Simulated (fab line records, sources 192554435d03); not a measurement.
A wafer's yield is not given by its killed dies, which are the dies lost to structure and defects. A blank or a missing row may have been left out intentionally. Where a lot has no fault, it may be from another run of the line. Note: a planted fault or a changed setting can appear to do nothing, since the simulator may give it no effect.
Check of tool commonality || flow n5Finfet || 9 lots and 27 wafers in the sample

## THE REASON FOR OPENING IT
Of 9 lots, 2 have the reading REXT_N flagged at N5_BEOL_M4_RC_MEAS_101. Wafers without a fault read 75.3 ohm.um, standard deviation 1.5.
Rule: flag the lot when none of its wafers has a number, or when each of its wafers that has one lies beyond 4 standard deviations from that mean. As for the other lots, they are considered sound.

{"lot": "L416", "measured": "day 9 02:45", "on": "prober-01", "REXT_N (ohm.um), wafer by wafer": "76.5 76.1 75.9", "flag": ""}
{"lot": "L421", "measured": "day 10 09:23", "on": "prober-02", "REXT_N (ohm.um), wafer by wafer": "156.2 158.5 156.4", "flag": "FLAGGED"}
{"lot": "L422", "measured": "day 10 18:01", "on": "prober-01", "REXT_N (ohm.um), wafer by wafer": "149.0 149.7 150.2", "flag": "FLAGGED"}
{"lot": "L426", "measured": "day 11 07:54", "on": "prober-02", "REXT_N (ohm.um), wafer by wafer": "76.1 77.1 76.8", "flag": ""}
{"lot": "L428", "measured": "day 11 14:03", "on": "prober-01", "REXT_N (ohm.um), wafer by wafer": "77.0 76.3 77.1", "flag": ""}
{"lot": "L427", "measured": "day 11 14:11", "on": "prober-02", "REXT_N (ohm.um), wafer by wafer": "76.1 75.7 75.5", "flag": ""}
{"lot": "L432", "measured": "day 12 16:58", "on": "prober-01", "REXT_N (ohm.um), wafer by wafer": "75.6 75.0 74.3", "flag": ""}
{"lot": "L431", "measured": "day 12 18:50", "on": "prober-02", "REXT_N (ohm.um), wafer by wafer": "77.7 78.3 77.4", "flag": ""}
{"lot": "L434", "measured": "day 12 22:19", "on": "prober-02", "REXT_N (ohm.um), wafer by wafer": "74.2 75.8 75.2", "flag": ""}
The numbers of the flagged lots are 153.3 ohm.um on average: +78.0 ohm.um against the usual, or +52 standard deviations.

## EACH LOT AND THE TOOL IT RAN ON
Before the reading, the record contains 4 process steps out of a 1938-step route. Cell contents, in order: the tool; ch with the chambers the sampled wafers went through; the start.
{"lot": "L416", "flag": "", "N5_SD_EPI_N_ETCH_16": "rieDiel-03 ch 0,1,3, day 3 16:06", "N5_SD_EPI_N_STRIP_38": "plasmaAsher-01 ch 0,1, day 3 16:16", "N5_SD_EPI_N_VAPOR_ETCH_50": "epiRpcvd-02 ch 0, day 3 16:59", "N5_SD_EPI_N_LINER_46": "aldSin-02 ch 1,2,3, day 3 19:11"}
{"lot": "L421", "flag": "FLAGGED", "N5_SD_EPI_N_ETCH_16": "rieDiel-01 ch 0,1,3, day 4 21:01", "N5_SD_EPI_N_STRIP_38": "plasmaAsher-01 ch 1, day 4 21:11", "N5_SD_EPI_N_VAPOR_ETCH_50": "epiRpcvd-03, day 4 21:55", "N5_SD_EPI_N_LINER_46": "aldSin-04 ch 0,2, day 5 00:39"}
{"lot": "L422", "flag": "FLAGGED", "N5_SD_EPI_N_ETCH_16": "rieDiel-03 ch 1,2, day 5 06:25", "N5_SD_EPI_N_STRIP_38": "plasmaAsher-02 ch 0,1, day 5 06:35", "N5_SD_EPI_N_VAPOR_ETCH_50": "epiRpcvd-03, day 5 07:22", "N5_SD_EPI_N_LINER_46": "aldSin-04 ch 2,3, day 5 09:31"}
{"lot": "L426", "flag": "", "N5_SD_EPI_N_ETCH_16": "rieDiel-04 ch 1,2,3, day 6 06:16", "N5_SD_EPI_N_STRIP_38": "plasmaAsher-02 ch 0,1, day 6 06:26", "N5_SD_EPI_N_VAPOR_ETCH_50": "epiRpcvd-02 ch 0, day 6 08:45", "N5_SD_EPI_N_LINER_46": "aldSin-02 ch 0,3, day 6 12:20"}
{"lot": "L428", "flag": "", "N5_SD_EPI_N_ETCH_16": "rieDiel-01 ch 1,2, day 6 13:37", "N5_SD_EPI_N_STRIP_38": "plasmaAsher-02 ch 0,1, day 6 13:48", "N5_SD_EPI_N_VAPOR_ETCH_50": "epiRpcvd-03 ch 0, day 6 14:52", "N5_SD_EPI_N_LINER_46": "aldSin-02 ch 0,3, day 6 17:41"}
{"lot": "L427", "flag": "", "N5_SD_EPI_N_ETCH_16": "rieDiel-04 ch 0,2,3, day 6 09:35", "N5_SD_EPI_N_STRIP_38": "plasmaAsher-01 ch 0,1, day 6 09:45", "N5_SD_EPI_N_VAPOR_ETCH_50": "epiRpcvd-03 ch 0, day 6 10:38", "N5_SD_EPI_N_LINER_46": "aldSin-02 ch 1,2,3, day 6 13:26"}
{"lot": "L432", "flag": "", "N5_SD_EPI_N_ETCH_16": "rieDiel-04 ch 2,3, day 7 16:14", "N5_SD_EPI_N_STRIP_38": "plasmaAsher-02 ch 0,1, day 7 16:24", "N5_SD_EPI_N_VAPOR_ETCH_50": "epiRpcvd-03 ch 0, day 7 17:30", "N5_SD_EPI_N_LINER_46": "aldSin-02 ch 0,1,2, day 7 20:19"}
{"lot": "L431", "flag": "", "N5_SD_EPI_N_ETCH_16": "rieDiel-04 ch 1,2, day 7 13:59", "N5_SD_EPI_N_STRIP_38": "plasmaAsher-01 ch 0,1, day 7 14:10", "N5_SD_EPI_N_VAPOR_ETCH_50": "epiRpcvd-04 ch 0, day 7 15:09", "N5_SD_EPI_N_LINER_46": "aldSin-04 ch 0,1,3, day 7 18:47"}
{"lot": "L434", "flag": "", "N5_SD_EPI_N_ETCH_16": "rieDiel-04 ch 1,2, day 8 05:41", "N5_SD_EPI_N_STRIP_38": "plasmaAsher-02 ch 0, day 8 05:50", "N5_SD_EPI_N_VAPOR_ETCH_50": "epiRpcvd-03 ch 0, day 8 06:43", "N5_SD_EPI_N_LINER_46": "aldSin-01 ch 1,2,3, day 8 09:43"}
What the steps here do:
- N5_SD_EPI_N_ETCH_16: etches SiO2 in CHF3/O2, target depth 5 nm.
- N5_SD_EPI_N_STRIP_38: strips in N2/H2.
- N5_SD_EPI_N_VAPOR_ETCH_50: etches Si in HCl, time 54 s.
- N5_SD_EPI_N_LINER_46: material SiNx, target thk 3 nm.
- N5_BEOL_M4_RC_MEAS_101

## FLAGGED AGAINST TOTAL, ONE TOOL AT A TIME (gauges that did the reading follow at the end)
{"step": "N5_SD_EPI_N_ETCH_16", "tool": "rieDiel-01", "lots run": 2, "flagged": 1, "share of the flagged lots": "some", "sound lots run after its first flagged lot": "1 (L428)"}
{"step": "N5_SD_EPI_N_ETCH_16", "tool": "rieDiel-03", "lots run": 2, "flagged": 1, "share of the flagged lots": "some", "sound lots run after its first flagged lot": 0}
{"step": "N5_SD_EPI_N_ETCH_16", "tool": "rieDiel-04", "lots run": 5, "flagged": 0, "share of the flagged lots": "none", "sound lots run after its first flagged lot": "-"}
{"step": "N5_SD_EPI_N_STRIP_38", "tool": "plasmaAsher-01", "lots run": 4, "flagged": 1, "share of the flagged lots": "some", "sound lots run after its first flagged lot": "2 (L427,L431)"}
{"step": "N5_SD_EPI_N_STRIP_38", "tool": "plasmaAsher-02", "lots run": 5, "flagged": 1, "share of the flagged lots": "some", "sound lots run after its first flagged lot": "4 (L426,L428,L432,L434)"}
{"step": "N5_SD_EPI_N_VAPOR_ETCH_50", "tool": "epiRpcvd-02", "lots run": 2, "flagged": 0, "share of the flagged lots": "none", "sound lots run after its first flagged lot": "-"}
{"step": "N5_SD_EPI_N_VAPOR_ETCH_50", "tool": "epiRpcvd-03", "lots run": 6, "flagged": 2, "share of the flagged lots": "all", "sound lots run after its first flagged lot": "4 (L427,L428,L432,L434)"}
{"step": "N5_SD_EPI_N_VAPOR_ETCH_50", "tool": "epiRpcvd-04", "lots run": 1, "flagged": 0, "share of the flagged lots": "none", "sound lots run after its first flagged lot": "-"}
{"step": "N5_SD_EPI_N_LINER_46", "tool": "aldSin-01", "lots run": 1, "flagged": 0, "share of the flagged lots": "none", "sound lots run after its first flagged lot": "-"}
{"step": "N5_SD_EPI_N_LINER_46", "tool": "aldSin-02", "lots run": 5, "flagged": 0, "share of the flagged lots": "none", "sound lots run after its first flagged lot": "-"}
{"step": "N5_SD_EPI_N_LINER_46", "tool": "aldSin-04", "lots run": 3, "flagged": 2, "share of the flagged lots": "all", "sound lots run after its first flagged lot": "1 (L431)"}
{"step": "N5_BEOL_M4_RC_MEAS_101", "tool": "prober-01", "lots run": 4, "flagged": 1, "share of the flagged lots": "some", "sound lots run after its first flagged lot": "2 (L428,L432)"}
{"step": "N5_BEOL_M4_RC_MEAS_101", "tool": "prober-02", "lots run": 5, "flagged": 1, "share of the flagged lots": "some", "sound lots run after its first flagged lot": "4 (L426,L427,L431,L434)"}

## WHAT THE TABLE PERMITS
Rows of the table that ran all the flagged lots, 2 in number: epiRpcvd-03 at N5_SD_EPI_N_VAPOR_ETCH_50; aldSin-04 at N5_SD_EPI_N_LINER_46.
- epiRpcvd-03 at N5_SD_EPI_N_VAPOR_ETCH_50: 2 of its 6 lots flagged. Sound lots followed the first flagged one (L427, L428, L432, L434) on it, something a lasting fault affecting the whole tool could not allow. On the flagged lots its readings are blank where sound lots have values: chamberPressureTorr, lampInnerPct, throttleValvePct.
- aldSin-04 at N5_SD_EPI_N_LINER_46: 2 of its 3 lots flagged. Sound lots followed the first flagged one (L431) on it, something a lasting fault affecting the whole tool could not allow.
There is no row in the table that ran each flagged lot and no sound lot after the first.

## WHAT THE SIMULATOR HAD PUT IN
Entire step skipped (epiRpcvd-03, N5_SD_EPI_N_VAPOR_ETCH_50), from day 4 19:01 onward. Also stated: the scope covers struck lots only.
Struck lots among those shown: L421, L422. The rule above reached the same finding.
